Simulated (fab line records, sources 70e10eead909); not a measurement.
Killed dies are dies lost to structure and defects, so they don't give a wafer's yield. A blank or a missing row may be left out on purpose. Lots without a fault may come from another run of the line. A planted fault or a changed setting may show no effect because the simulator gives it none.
One fault seen from 3 desks | flow nand_harc | each desk has only its own numbers; what lay behind them comes last

THE DEFECT DESK
What the inspections along the route counted, lot by lot: means of the sampled wafers that have a number. A lot is out of limits, marked OUT, if its mean lies more than 4 standard deviations from the usual mean; the brackets give that distance.
Columns: A = raw_defect_count at NHARC_A_DECK1_JOINT_INSPECT_05, usual 281
lot  | first seen here | A
L796 | day 13 03:58    | 347
L798 | day 13 11:57    | 139
L799 | day 13 19:06    | 216
L800 | day 14 17:03    | 487
L801 | day 14 17:03    | 284
L802 | day 15 14:25    | 198
L806 | day 17 03:53    | 277
L808 | day 17 13:14    | 245
L809 | day 18 19:24    | 253
L810 | day 19 00:56    | 315
L813 | day 19 13:46    | 391
L817 | day 21 19:07    | 323
L818 | day 22 02:53    | 206
This desk's finding: nothing out of limits on any of the 13 lots.

THE METROLOGY DESK
What the gauges read, lot by lot, whatever tool the lot ran on: means of the sampled wafers that have a number. A lot is out of limits, marked OUT, if its mean lies more than 4 standard deviations from the usual mean; the brackets give that distance.
Columns: A = thk_nm at NHARC_A_ONON_D2_THK_MEAS_02, usual 1000 nm; B = thk_nm at NHARC_A_ONON_D2_THK_MEAS_18, usual 1000 nm
lot  | first seen here | A    | B
L796 | day 13 04:32    | 1002 | 999
L798 | day 13 12:31    | 996  | 979
L799 | day 13 19:41    | 996  | 1012
L800 | day 14 17:38    | 1001 | 995
L801 | day 14 17:38    | 988  | 1006
L802 | day 15 14:59    | 1002 | 1002
L806 | day 17 04:28    | 1000 | 1002
L808 | day 17 13:49    | 1005 | 1010
L809 | day 18 19:59    | 1011 | 821 (-16) OUT
L810 | day 19 01:31    | 999  | 801 (-18) OUT
L813 | day 19 14:20    | 1003 | 983
L817 | day 21 19:41    | 1010 | 1021
L818 | day 22 03:28    | 999  | 1009
This desk's finding: out of limits on L809, L810; first on L809, day 19 05:56 (thk_nm at NHARC_A_ONON_D2_THK_MEAS_18). In limits: L796, L798, L799, L800, L801, L802, L806, L808, L813, L817, L818.

THE TOOL OWNER'S DESK: pecvd_onon-01
The tool's own readings at NHARC_A_ONON_D2_DEP_16 (target thk 1000 nm): means of the sampled wafers that have a number, for each lot that ran on this tool. A lot is out of limits, marked OUT, if its mean lies more than 4 standard deviations from the usual mean; the brackets give that distance.
Columns: A = sih4_flow_sccm at NHARC_A_ONON_D2_DEP_16, usual 210.1 sccm
lot  | first seen here | A
L796 | day 13 14:38    | 210.2
L798 | day 13 22:23    | 210.7
L799 | day 14 05:28    | 210.5
L801 | day 15 04:37    | 209.8
L802 | day 16 00:14    | 210.0
L808 | day 17 23:50    | 210.0
L809 | day 19 05:28    | 210.2
L810 | day 19 10:58    | 210.0
L818 | day 22 12:35    | 210.1
This desk's finding: nothing out of limits on any of the 9 lots.

PUT TOGETHER
The metrology desk could have raised an alarm at day 19 05:56, on L809, L810.
The defect desk saw nothing out of limits.
The tool owner's desk saw nothing out of limits.
The defect desk has L809, L810 on record, within its limits.
The tool owner's desk has L809, L810 on record, within its limits.
Of the lots named, all ran NHARC_A_ONON_D2_DEP_16 on pecvd_onon-01.

WHAT THE SIMULATOR HAD PUT IN
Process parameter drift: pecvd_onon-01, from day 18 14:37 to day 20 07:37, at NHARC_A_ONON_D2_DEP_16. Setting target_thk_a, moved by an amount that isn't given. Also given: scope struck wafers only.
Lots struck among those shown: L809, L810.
Hours from the fault's start to each desk's first reading out of limits: the metrology desk, 15.
